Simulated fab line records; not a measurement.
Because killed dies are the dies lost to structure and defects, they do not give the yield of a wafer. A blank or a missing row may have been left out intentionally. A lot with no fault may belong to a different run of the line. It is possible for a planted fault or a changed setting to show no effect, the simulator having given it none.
fab line records    flow n5Finfet
[record] lots = 6  wafers = 18  lastDay = 18
route steps=1938 shown PASSIVATION@1918
lots that met no fault: from a run of the same line without faults
startH: hours from the record's opening day to when the first of the lot's shown wafers began    waitH: hours elapsed since this lot's preceding step    " same as the row above    L1.1+2: a row that stands for several wafers    - value missing, or start not given    * or withheld: withheld    < > ~ a bound
route shown NAME@n: a module of which the file shows steps, and the number in the route of the first    usual: mean/standard deviation taken from wafers without a fault    same: alike in all rows    chamber/n: place in a boat    sites: the reading at each site    _std_site: their standard deviation    _edge_site: mean of outer sites minus mean of inner sites    radiusMm: how far each site lies from the wafer's centre    mask NAME#n: copy n    behind: tool/chamber where the wafer was last shaped    hold: why the lot was held/for how many hours/how that ended    device: the transistor (n, p or np) that didn't switch    end of line: the same wafers' tests at the end of the route    step lacking rows: just its recipe    killed: the dies lost at the first sort to structure and to defects; this is not the yield of the wafer    map: dies across one wafer; x = killed, . = not, _ = none there
set.NAME: setting as actually run; set.NAME@STEP: the setting as run at that earlier step    model.NAME: the simulator's own value behind a step, which no gauge read
a table for each step, a row for each wafer; lots at some steps of the route
services: the hour from which a tool's chamber was out of use, counted from the record's first day as startH (under 0 if before that day), plus the number of hours and why
[[steps]]
[step N5_PASSIVATION_COAT_38]
[recipe] spinRpm = 3000  resistThkNm = withheld
[step N5_PASSIVATION_EBR_40]
[recipe] solvent = PGMEA  ebrWidthMm = 1.5
[step N5_PASSIVATION_SOFTBAKE_39]
[recipe] tempC = 110  timeS = 120
[step N5_PASSIVATION_EXPOSE_41]
[recipe] maskId = PASS_OPEN  na = 0.55  defocusNm = 0  sourceShape = conventional  sigmaOuter = 0.8  polarization = unpolarized  targetCdNm = 40000  doseMj = 57.25
[step N5_PASSIVATION_PEB_42]
[recipe] pebTempC = withheld  pebTimeS = *
[step N5_PASSIVATION_DEVELOP_43]
[recipe] developTimeS = 60  rinseLiquid = diw  dry = airSpin  devTempC = 21
[step N5_PASSIVATION_HARDBAKE_45]
[recipe] tempC = 130  timeS = 120
[step N5_PASSIVATION_CD_MEAS_44]
[recipe] targetCdNm = 40000  landingEnergyEv = 500  detector = seInlens
[usual] cdNm = 40000/4.9
lot.wafer  tool      chamber  startH  waitH  cdNm
L977.2     cdSem-02  0        298.58  -      39994
L977.4     "         0        "       "      39996
L977.6     "         0        "       "      40005
L986.2     cdSem-01  0        340.26  -      40005
L986.3     "         0        "       "      40012
L986.5     "         0        "       "      40004
L987.4     cdSem-03  0        344.75  -      40001
L987.5     "         0        "       "      40001
L987.6     "         0        "       "      40005
L998.1     cdSem-02  0        406.14  -      40010
L998.2     "         0        "       "      39999
L998.4     "         0        "       "      40006
L996.1     cdSem-02  0        411.10  -      40005
L996.2     "         0        "       "      40008
L996.5     "         0        "       "      40006
L999.3     cdSem-03  0        419.37  -      40002
L999.4     "         0        "       "      39996
L999.6     "         0        "       "      40002
[step N5_PASSIVATION_OVL_MEAS_66]
[recipe] pointsPerWafer = 44
[usual] PASS_OPEN_OVL = 0/5.4
lot.wafer  tool        chamber  startH  waitH  PASS_OPEN_OVL[nm]
L977.2     overlay-01  0        298.61  0.0    4
L977.4     "           0        "       "      -1
L977.6     "           0        "       "      1
L986.2     overlay-01  0        340.29  0.0    -2
L986.3     "           0        "       "      -15
L986.5     "           0        "       "      -8
L987.4     overlay-02  0        344.77  0.0    6
L987.5     "           0        "       "      -5
L987.6     "           0        "       "      1
L998.1     overlay-01  0        406.17  0.0    -1
L998.2     "           0        "       "      1
L998.4     "           0        "       "      5
L996.1     overlay-01  0        411.13  0.0    -9
L996.2     "           0        "       "      -9
L996.5     "           0        "       "      -6
L999.3     overlay-02  0        419.40  0.0    6
L999.4     "           0        "       "      -2
L999.6     "           0        "       "      -4
[step N5_PASSIVATION_INSPECT_67]
[recipe] mode = adi  inspectInstrument = macro
[usual] rawDefectCount = 2.2/1.5
lot.wafer  tool              chamber  startH  waitH  rawDefectCount
L977.2     defectInspect-02  -        298.63  0.0    1
L977.4     "                 -        "       "      4
L977.6     "                 -        "       "      3
L986.2     defectInspect-01  -        340.31  0.0    0
L986.3     "                 -        "       "      3
L986.5     "                 -        "       "      0
L987.4     defectInspect-02  -        344.80  0.0    3
L987.5     "                 -        "       "      3
L987.6     "                 -        "       "      2
L998.1     defectInspect-01  -        406.19  0.0    1
L998.2     "                 -        "       "      1
L998.4     "                 -        "       "      1
L996.1     defectInspect-02  -        411.16  0.0    5
L996.2     "                 -        "       "      1
L996.5     "                 -        "       "      4
L999.3     defectInspect-01  -        419.42  0.0    2
L999.4     "                 -        "       "      7
L999.6     "                 -        "       "      1
[step N5_PASSIVATION_DESCUM_46]
[recipe] chemistry = O2  timeS = 7.9  sourcePowerW = 50  biasPowerW = 20  pressureMtorr = 20  rfFrequencyHz = 2.712e+07  tempC = 40  o2FlowSccm = 225
[usual] drypumpMotorCurrentA = 5.8/0.42  oesProductAu = 0.80/0.098  rfVppV = 243.1/1.4  showerheadPlenumPTorr = 2.09/0.073  throttleValvePct = 20.50/0.3
[same] timeS = 7.9
lot.wafer  tool        chamber  startH  waitH  drypumpMotorCurrentA  oesProductAu  rfHoursCounterH  rfVppV  showerheadPlenumPTorr  throttleValvePct
L977.2     rieDiel-01  3        298.66  0.0    5.7                   0.71          217              242.4   2.06                   20.49
L977.4     "           1        "       "      6.5                   0.85          37               243.9   2.15                   20.00
L977.6     "           0        "       "      6.2                   0.90          -                246.7   2.23                   20.63
L986.2     rieDiel-01  0        340.54  0.2    6.3                   0.88          48               243.0   2.22                   20.66
L986.3     "           3        "       "      5.8                   0.71          233              243.4   2.05                   20.54
L986.5     "           3        "       "      5.7                   0.71          -                242.1   2.05                   20.53
L987.4     rieDiel-01  2        344.83  0.0    5.7                   0.70          245              243.9   2.18                   21.16
L987.5     "           3        "       "      5.7                   0.70          -                242.4   2.05                   20.54
L987.6     "           0        "       "      6.2                   0.88          -                245.6   2.22                   20.66
L998.1     rieDiel-02  2        406.23  0.0    5.7                   0.73          177              243.9   2.09                   20.62
L998.2     "           1        "       "      5.8                   0.68          231              242.1   1.97                   20.49
L998.4     "           0        "       "      5.3                   0.95          16               243.4   2.06                   20.45
L996.1     rieDiel-02  1        411.19  0.0    5.8                   0.68          233              241.9   1.97                   20.48
L996.2     "           3        "       "      5.9                   0.80          101              243.5   2.04                   20.61
L996.5     "           3        "       "      5.9                   0.82          -                240.3   2.04                   20.60
L999.3     rieDiel-02  3        419.70  0.3    5.9                   0.80          105              241.2   2.04                   20.61
L999.4     "           2        "       "      5.8                   0.73          -                244.1   2.09                   20.62
L999.6     "           1        "       "      5.9                   0.67          -                242.5   1.97                   20.50
[step N5_PASSIVATION_PASS_ETCH_47]
[recipe] chemistry = CF4/O2  target = SiNx  targetDepthA = 7700  timeS = 385  ionEnergyEv = 100  pressureMtorr = 40  sourceW = 535  biasW = 49  Ar_flow_sccm = 100  cf4FlowSccm = 100  O2_flow_sccm = 10
[usual] cf4FlowSccm = 100.0/0.3  drypumpMotorCurrentA = 5.8/0.41  oesProductAu = 0.80/0.096  rfFwdPowerW = 533.8/1.6  rfVppV = 240/7.3  showerheadPlenumPTorr = 2.20/0.069  throttleValvePct = 15.91/0.28
[same] timeS = 385
lot.wafer  tool        chamber  startH  waitH  cf4FlowSccm  drypumpMotorCurrentA  oesProductAu  rfFwdPowerW  rfHoursCounterH  rfVppV  showerheadPlenumPTorr  throttleValvePct
L977.2     rieDiel-01  3        298.70  0.0    99.5         5.8                   0.73          533.6        217              238     2.17                   15.93
L977.4     "           1        "       "      100.4        6.5                   0.86          535.0        37               240     2.23                   15.31
L977.6     "           0        "       "      100.2        6.3                   0.91          535.3        -                228     2.34                   15.95
L986.2     rieDiel-01  0        340.58  0.0    99.6         6.3                   0.90          534.2        48               229     2.34                   15.97
L986.3     "           3        "       "      100.0        5.7                   0.72          531.0        233              239     2.16                   15.99
L986.5     "           3        "       "      100.1        5.7                   0.71          534.3        -                239     2.16                   15.96
L987.4     rieDiel-01  2        344.87  0.0    99.9         5.7                   0.71          535.0        245              247     2.25                   16.34
L987.5     "           3        "       "      99.9         5.7                   0.71          531.0        -                240     2.16                   15.96
L987.6     "           0        "       "      100.0        6.2                   0.89          533.8        -                230     2.34                   15.97
L998.1     rieDiel-02  2        406.26  0.0    100.1        5.8                   0.72          531.6        177              250     2.21                   16.15
L998.2     "           1        "       "      100.2        5.9                   0.66          535.2        231              248     2.07                   15.95
L998.4     "           0        "       "      100.0        5.3                   0.92          533.5        16               227     2.17                   15.86
L996.1     rieDiel-02  1        411.23  0.0    100.3        5.8                   0.67          529.5        233              247     2.07                   15.95
L996.2     "           3        "       "      100.2        5.9                   0.81          535.2        101              237     2.14                   15.98
L996.5     "           3        "       "      100.0        5.9                   0.81          533.6        -                238     2.14                   16.00
L999.3     rieDiel-02  3        419.74  0.0    100.2        5.9                   0.81          533.8        105              236     2.14                   16.00
L999.4     "           2        "       "      100.0        5.8                   0.72          534.3        -                248     2.21                   16.15
L999.6     "           1        "       "      100.1        5.8                   0.66          534.8        -                248     2.07                   15.94
[step N5_PASSIVATION_ETCH_54]
[recipe] chemistry = CHF3/O2  target = SiO2  targetDepthA = 8800  CHF3_flow_sccm = 50  O2_flow_sccm = 5  Ar_flow_sccm = 200  timeS = 440  maskMaterial = PR  pressureMtorr = 30  sourceW = 650  biasW = 170  ionEnergyEv = 200
[usual] drypumpMotorCurrentA = 5.8/0.42  oesProductAu = 0.80/0.095  rfFwdPowerW = 649.1/1.9  rfVppV = 523/15  showerheadPlenumPTorr = 2.40/0.082  throttleValvePct = 18.84/0.27
[same] timeS = 440
lot.wafer  tool        chamber  startH  waitH  drypumpMotorCurrentA  oesProductAu  rfFwdPowerW  rfHoursCounterH  rfVppV  showerheadPlenumPTorr  throttleValvePct  model.PASSIVATION.featureDepthNm  model.etch.depthNm
L977.2     rieDiel-01  3        298.93  0.1    5.7                   0.71          646.4        218              522     2.38                   18.90             860.2                             860.1
L977.4     "           1        "       "      6.5                   0.85          649.6        38               524     2.45                   18.27             883.8                             883.9
L977.6     "           0        "       "      6.2                   0.90          648.2        -                499     2.58                   19.05             882.2                             882.2
L986.2     rieDiel-01  0        340.80  0.1    6.3                   0.87          492.5        48               572     2.57                   19.08             802.4                             802.3
L986.3     "           3        "       "      5.7                   0.69          492.1        233              597     2.37                   18.92             783.2                             783.3
L986.5     "           3        "       "      5.7                   0.70          493.2        -                598     2.37                   18.91             785                               785.1
L987.4     rieDiel-01  2        345.09  0.1    5.7                   0.70          488.7        245              618     2.46                   19.30             775.8                             775.8
L987.5     "           3        "       "      5.7                   0.70          493.9        -                598     2.37                   18.93             787                               787
L987.6     "           0        "       "      6.3                   0.85          493.5        -                571     2.57                   19.07             806.4                             806.3
L998.1     rieDiel-02  2        406.49  0.1    5.8                   0.74          649.3        177              541     2.41                   19.01             861.2                             861.2
L998.2     "           1        "       "      5.9                   0.68          648.8        231              537     2.27                   18.84             851.8                             851.8
L998.4     "           0        "       "      5.3                   0.93          650.7        16               496     2.36                   18.77             901.4                             901.4
L996.1     rieDiel-02  1        411.46  0.1    5.9                   0.67          651.0        233              537     2.26                   18.82             858.2                             858.2
L996.2     "           3        "       "      5.9                   0.80          651.1        101              514     2.33                   18.88             885.2                             885.1
L996.5     "           3        "       "      5.9                   0.80          647.5        -                516     2.33                   18.89             885.2                             885.1
L999.3     rieDiel-02  3        419.97  0.1    5.9                   0.80          648.2        105              514     2.33                   18.88             880.4                             880.5
L999.4     "           2        "       "      5.8                   0.73          649.8        -                541     2.41                   19.03             858                               858
L999.6     "           1        "       "      5.8                   0.67          649.1        -                539     2.26                   18.84             854.6                             854.7
[step N5_PASSIVATION_STRIP_48]
[recipe] chemistry = O2  powerW = 600  tempC = 60  pressureMtorr = 30  rfFrequencyHz = 6e+07  biasPowerW = 0  overashFraction = 0.5  o2FlowSccm = 225
[usual] drypumpMotorCurrentA = 5.8/0.42  oesProductAu = 0.80/0.1  rfVppV = 3.7/2.4  showerheadPlenumPTorr = 2.10/0.073  throttleValvePct = 16.75/0.29
lot.wafer  tool        chamber  startH  waitH  drypumpMotorCurrentA  oesProductAu  rfHoursCounterH  rfVppV  showerheadPlenumPTorr  throttleValvePct
L977.2     rieDiel-01  3        299.22  0.1    5.7                   0.70          218              6.2     2.07                   16.75
L977.4     "           1        "       "      6.5                   0.85          38               4.5     2.16                   16.35
L977.6     "           0        "       "      6.3                   0.89          -                4.9     2.23                   16.74
L986.2     rieDiel-01  0        341.09  0.1    6.3                   0.90          48               3.3     2.23                   16.76
L986.3     "           3        "       "      5.7                   0.69          234              2.4     2.06                   16.75
L986.5     "           3        "       "      5.7                   0.71          -                4.9     2.06                   16.87
L987.4     rieDiel-01  2        345.38  0.1    5.7                   0.70          245              4.3     2.18                   17.40
L987.5     "           3        "       "      5.7                   0.71          -                4.9     2.06                   16.81
L987.6     "           0        "       "      6.3                   0.90          -                1.2     2.23                   16.84
L998.1     rieDiel-02  2        406.78  0.1    5.8                   0.74          177              2.5     2.10                   16.87
L998.2     "           1        "       "      5.8                   0.71          231              0.5     1.97                   16.80
L998.4     "           0        "       "      5.4                   0.96          16               0.7     2.06                   16.64
L996.1     rieDiel-02  1        411.74  0.1    5.9                   0.69          233              6.8     1.97                   16.79
L996.2     "           3        "       "      5.9                   0.83          102              7.3     2.04                   16.80
L996.5     "           3        "       "      5.9                   0.82          -                1.4     2.04                   16.78
L999.3     rieDiel-02  3        420.25  0.1    5.9                   0.79          106              7.1     2.04                   16.85
L999.4     "           2        "       "      5.7                   0.75          -                2.3     2.09                   16.83
L999.6     "           1        "       "      5.9                   0.68          -                0.8     1.97                   16.85
[step N5_PASSIVATION_PROBE_49]
[usual] defectLimitedYield = 91.7/1.4  killed_at_M0_to_M3 = 31/11  killed_at_M4_up = 13/4.6  killedAtContacts = 13/6.7  killedAtFrontEnd = 39/9.6  killedAtOther = 3.5/2.8  killedDies = 98/16  killedOpen = 64/11  killedShort = 33/8.5  sort_bin_5_function = 4.9/0.96  sort_bin_6_memory = 3.1/0.59  sort_bin_8_speed = 0.2/1.3  sortNPass = 1080/23
[same] grossDies = 1180  killedAtBackSide = 0  sort_bin_4_leakage[%] = 0
lot.wafer  tool       chamber  startH  waitH  defectLimitedYield[%]  killed_at_M0_to_M3  killed_at_M4_up  killedAtContacts  killedAtFrontEnd  killedAtOther  killedDies  killedOpen  killedShort  sort_bin_5_function[%]  sort_bin_6_memory[%]  sort_bin_8_speed[%]  sortNPass
L977.2     prober-01  -        301.91  0.2    90.3                   31                  17               9                 55                3              115         74          37           4.7                     4.7                   2.5                  1035
L977.4     prober-01  -        302.01  0.3    92.5                   14                  11               1                 58                5              89          63          26           4.1                     3.4                   0                    1091
L977.6     prober-01  -        302.11  0.4    93.5                   18                  13               13                32                1              77          50          27           3.7                     2.5                   0                    1103
L986.2     prober-01  -        343.66  0.1    90.8                   38                  13               13                40                4              108         61          47           6.0                     2.8                   0                    1072
L986.3     prober-01  -        343.71  0.1    89.2                   38                  25               9                 32                23             127         65          40           7.7                     2.9                   0                    1053
L986.5     prober-01  -        343.81  0.2    88.6                   50                  13               13                45                13             134         78          45           7.6                     3.1                   0                    1046
L987.4     prober-01  -        348.04  0.2    88.2                   43                  10               17                20                49             139         59          30           8.9                     2.5                   0.2                  1041
L987.5     prober-01  -        348.09  0.2    90.5                   37                  15               3                 41                16             112         68          29           5.8                     3.4                   0.1                  1068
L987.6     prober-01  -        348.14  0.3    92.8                   34                  9                11                28                3              85          65          20           3.8                     3.2                   0                    1095
L998.1     prober-01  -        410.81  0.0    93.1                   29                  11               13                28                1              82          54          27           4.3                     2.4                   0                    1098
L998.2     prober-01  -        410.86  0.1    91.5                   26                  17               14                43                0              100         60          38           4.8                     3.1                   0                    1080
L998.4     prober-01  -        410.96  0.2    92.4                   19                  10               11                46                4              90          64          24           4.0                     3.6                   0                    1090
L996.1     prober-01  -        414.37  0.2    90.1                   28                  10               24                50                5              117         86          31           6.4                     3.1                   0                    1063
L996.2     prober-01  -        414.42  0.2    91.0                   29                  19               7                 48                3              106         78          28           5.5                     3.3                   15.0                 897
L996.5     prober-01  -        414.57  0.4    92.7                   21                  16               11                34                4              86          66          19           4.7                     2.4                   0                    1094
L999.3     prober-01  -        422.98  0.1    92.2                   24                  6                9                 39                14             92          61          31           5.2                     2.6                   0.2                  1086
L999.4     prober-01  -        423.03  0.2    92.0                   25                  12               16                39                2              94          62          32           5.1                     2.4                   0                    1086
L999.6     prober-01  -        423.13  0.3    90.2                   16                  17               15                63                5              116         73          34           5.3                     3.3                   0                    1064
// killed by level:class
L977.2 STI_FIN_REVEAL:geometricParticle:open=21 BEOL_M0_SAQP:geometricParticle:short=8 BEOL_M1:geometricParticle:open=8 MOL_CONTACT_COAG:geometricParticle:open=7 BEOL_M3:geometricParticle:open=7 BEOL_M4:geometricParticle:open=7 FIN_SAQP:geometricParticle:open=6 FIN_SAQP:geometricParticle:short=6
L977.4 STI_FIN_REVEAL:geometricParticle:open=28 FIN_SAQP:geometricParticle:open=10 STI_FIN_REVEAL:geometricParticle:short=8 BEOL_M1:geometricParticle:open=6 BEOL_M4:geometricParticle:open=5 DUMMY_GATE:geometricParticle:open=4 GATE_CUT:geometricParticle:short=4 BEOL_M1:geometricParticle:short=2
L977.6 MOL_CONTACT_COAG:geometricParticle:open=12 STI_FIN_REVEAL:geometricParticle:open=9 STI_FIN_REVEAL:geometricParticle:short=8 FIN_SAQP:geometricParticle:short=4 ILD0:geometricParticle:open=4 BEOL_M1:geometricParticle:open=4 BEOL_M3:geometricParticle:open=4 BEOL_M4:geometricParticle:open=4
L986.2 BEOL_M0_SAQP:geometricParticle:short=14 STI_FIN_REVEAL:geometricParticle:open=10 FIN_SAQP:geometricParticle:open=8 MOL_CONTACT_COAG:geometricParticle:open=8 STARTING-WAFER:geometricParticle:short=6 MOL_CONTACT_COAG:geometricParticle:short=5 BEOL_M0_SAQP:geometricParticle:open=5 BEOL_M2:geometricParticle:short=5
L986.3 PASSIVATION:areaEtch=22 BEOL_M0_SAQP:geometricParticle:open=11 BEOL_M4:geometricParticle:open=11 BEOL_M0_SAQP:geometricParticle:short=10 FIN_SAQP:geometricParticle:short=8 FIN_SAQP:geometricParticle:open=8 BEOL_M8:geometricParticle:open=8 STI_FIN_REVEAL:geometricParticle:open=6
L986.5 BEOL_M0_SAQP:geometricParticle:short=13 FIN_SAQP:geometricParticle:short=11 BEOL_M0_SAQP:geometricParticle:open=11 STI_FIN_REVEAL:geometricParticle:open=11 PASSIVATION:areaEtch=11 FIN_SAQP:geometricParticle:open=10 BEOL_M0:geometricParticle:open=10 MOL_CONTACT_COAG:geometricParticle:open=10
L987.4 PASSIVATION:areaEtch=46 MOL_CONTACT_COAG:geometricParticle:open=15 BEOL_M0_SAQP:geometricParticle:short=12 BEOL_M3:geometricParticle:open=8 BEOL_M1:geometricParticle:open=6 BEOL_M2:geometricParticle:open=6 BEOL_M4:geometricParticle:open=6 FIN_SAQP:geometricParticle:open=4
L987.5 BEOL_M3:geometricParticle:open=13 PASSIVATION:areaEtch=13 FIN_SAQP:geometricParticle:short=11 FIN_SAQP:geometricParticle:open=9 BEOL_M0_SAQP:geometricParticle:open=8 BEOL_M1:geometricParticle:open=7 BEOL_M4:geometricParticle:open=7 STI_FIN_REVEAL:geometricParticle:open=5
L987.6 MOL_CONTACT_COAG:geometricParticle:open=9 BEOL_M1:geometricParticle:open=9 FIN_SAQP:geometricParticle:open=8 BEOL_M0_SAQP:geometricParticle:open=6 BEOL_M2:geometricParticle:open=6 STI_FIN_REVEAL:geometricParticle:open=5 BEOL_M4:geometricParticle:open=5 DUMMY_GATE:geometricParticle:open=4
L998.1 BEOL_M0_SAQP:geometricParticle:open=11 MOL_CONTACT_COAG:geometricParticle:open=9 BEOL_M0_SAQP:geometricParticle:short=8 FIN_SAQP:geometricParticle:open=7 BEOL_M4:geometricParticle:open=6 MOL_CONTACT_COAG:geometricParticle:short=4 BEOL_M2:geometricParticle:open=4 FIN_SAQP:geometricParticle:short=3
L998.2 MOL_CONTACT_COAG:geometricParticle:open=11 FIN_SAQP:geometricParticle:short=10 BEOL_M1:geometricParticle:open=8 STI_FIN_REVEAL:geometricParticle:open=7 BEOL_M4:geometricParticle:open=6 GATE_CUT:geometricParticle:open=5 BEOL_M0_SAQP:geometricParticle:short=5 BEOL_M5:geometricParticle:open=4
L998.4 FIN_SAQP:geometricParticle:open=15 STI_FIN_REVEAL:geometricParticle:open=10 MOL_CONTACT_COAG:geometricParticle:open=10 FIN_SAQP:geometricParticle:short=6 BEOL_M1:geometricParticle:open=6 BEOL_M0_SAQP:geometricParticle:short=4 BEOL_M3:geometricParticle:open=4 GATE_CUT:geometricParticle:short=3
L996.1 STI_FIN_REVEAL:geometricParticle:open=18 MOL_CONTACT_COAG:geometricParticle:open=16 FIN_SAQP:geometricParticle:open=10 MOL_CONTACT_COAG:geometricParticle:short=8 BEOL_M3:geometricParticle:open=7 BEOL_M4:geometricParticle:open=7 BEOL_M2:geometricParticle:open=6 FIN_SAQP:geometricParticle:short=5
L996.2 STI_FIN_REVEAL:geometricParticle:open=20 BEOL_M4:geometricParticle:open=12 FIN_SAQP:geometricParticle:open=10 BEOL_M0:geometricParticle:short=7 MOL_CONTACT_COAG:geometricParticle:open=7 FIN_SAQP:geometricParticle:short=5 BEOL_M0_SAQP:geometricParticle:open=5 BEOL_M2:geometricParticle:open=5
L996.5 STI_FIN_REVEAL:geometricParticle:open=9 MOL_CONTACT_COAG:geometricParticle:open=9 BEOL_M4:geometricParticle:open=9 BEOL_M2:geometricParticle:open=8 FIN_SAQP:geometricParticle:open=5 BEOL_M3:geometricParticle:open=5 STI_FIN_REVEAL:geometricParticle:short=5 GATE_CUT:geometricParticle:open=4
L999.3 STI_FIN_REVEAL:geometricParticle:open=10 PASS1_CAP:geometricParticle:short=10 FIN_SAQP:geometricParticle:open=9 FIN_SAQP:geometricParticle:short=9 MOL_CONTACT_COAG:geometricParticle:open=8 BEOL_M0_SAQP:geometricParticle:open=6 BEOL_M1:geometricParticle:open=6 BEOL_M3:geometricParticle:open=5
L999.4 STI_FIN_REVEAL:geometricParticle:open=15 MOL_CONTACT_COAG:geometricParticle:open=10 FIN_SAQP:geometricParticle:open=6 MOL_CONTACT_COAG:geometricParticle:short=6 BEOL_M3:geometricParticle:open=6 BEOL_M0_SAQP:geometricParticle:open=5 FIN_SAQP:geometricParticle:short=4 STI_FIN_REVEAL:geometricParticle:short=4
L999.6 STI_FIN_REVEAL:geometricParticle:open=14 FIN_SAQP:geometricParticle:short=12 MOL_CONTACT_COAG:geometricParticle:open=10 BEOL_M5:geometricParticle:open=10 FIN_SAQP:geometricParticle:open=9 HKMG_FIN:areaEtch=9 MOL_CONTACT_COAG:geometricParticle:short=5 ILD0:geometricParticle:open=4
// map L986.5 (x killed, . not)
_________________....x...x...________________
______________.x...x..x..x.x...._____________
___________.......x......x.........__________
__________................x.....x..._________
________..x.................x........._______
_______.....................x..xxx.....______
______.x....x....x................x...x._____
_____.......xx.....x...................x.____
____.x...x.................x..x.xx........___
___................x..x....................__
___...x....................................__
__.........x................x.....x...x....._
__......xx.x...x.x.........x............xx.._
_.................................xx.........
_.....xxx.........x..............x...x..x....
_......x..x....x.......x...x...x...........x.
_.............x.......x..x...x...............
_.......................x.xx.....x.xx.......x
_...x........x..x....................x..x..x.
_x...............................x.....x.x..x
_.........x..............................x...
__..........................x.x.x...x.....x._
__..x........................x....x........._
___......x....x..x.......x..x..x...........__
___.................xx....x.x......x.x.....__
____....x.......x...............x......x.x___
_____x.x........x..x......x...........x..____
______..........x.....x.......x...x.x..._____
_______..x......x...x..................______
________.........................x...._______
__________......x......x..xx........_________
___________.........x..............__________
______________.....x....x......._____________
_________________............________________
// map L987.4 (x killed, . not)
_________________xx.xxx.x....________________
______________..x..x.x.........._____________
___________.xx.x........x..........__________
__________..........x.......x...x.xx_________
________..x..........................._______
_______.x.x...x......xxx...........x...______
______....................x...........x._____
_____.x....x....................x.......x____
____........x.x..........x....x...........___
___........x...x...........................__
___......x.x...x...xx......................__
__..x..x....x....x.........................._
__.........................................x_
_.....x......xx.......xx......x............x.
_...x........x..........x.........x......x...
_............................................
_.....x..............x....x...........x.....x
_................x..x......x.....x..x.xx.....
_.....x.....x.........x...........xx.........
_.......................................x..xx
_x........x.x.....x.xx........xx.x..........x
__.....x.................................x.._
__..x.................x.x..........x....x.x._
___.xx....x......x.........................__
___.................................x....x.__
____...x.....................x...x.....x..___
_____.........................x..x..x..xx____
______.................................._____
_______.x...x..............x...x.x....x______
________...x.x..x.............x......._______
__________xx.x.x.......x....x......._________
___________.x.....x.x..............__________
______________xx...x...x......x._____________
_________________....x..x....________________
[[services]]
tool        chamber  startH  hours  kind
rieDiel-02  0        327.18  -      clean
rieDiel-02  0        327.18  -      consumableReplace:focusRing
rieDiel-02  0        327.18  35.0   scheduledDown
rieDiel-02  0        327.18  35.0   ventCycle
rieDiel-01  2        350.29  6.7    repair
rieDiel-02  1        363.22  4.6    repair
rieDiel-01  2        366.80  -      clean
rieDiel-01  2        366.80  -      consumableReplace:focusRing
rieDiel-01  2        366.80  13.5   scheduledDown
rieDiel-01  2        366.80  13.5   ventCycle
rieDiel-01  3        380.36  -      clean
rieDiel-01  3        380.36  -      consumableReplace:focusRing
rieDiel-01  3        380.36  14.8   scheduledDown
rieDiel-01  3        380.36  14.8   ventCycle
[[key]]
[firstSign] step = N5_PASSIVATION_ETCH_54  reading = rfFwdPowerW  direction = down  sigmas = 83  usual = *  struck = *
[effect] step = N5_PASSIVATION_ETCH_54  reading = rfVppV  direction = up  sigmas = 4.5  usual = 523  struck = 592
[effect] step = N5_PASSIVATION_PROBE_49  reading = killedAtOther  direction = up  sigmas = 5.2  usual = 3.5  struck = 18  wafersMoved = 4
[modelEffect] step = N5_PASSIVATION_ETCH_54  value = PASSIVATION.featureDepthNm  without = 877.7  struck = 790
metAt N5_PASSIVATION_ETCH_54
struckWafers L986.2,L986.3,L986.5,L987.4,L987.5,L987.6
onsetBetween 298.93 340.80
[fault] kind = processParameterDrift  tool = rieDiel-01  chamber = -  onsetH = 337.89  steps = N5_PASSIVATION_ETCH_54  channel = sourceW  offset = -156  shape = step  endH = 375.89  actsIn = theseRecipesOnly  stated = 650
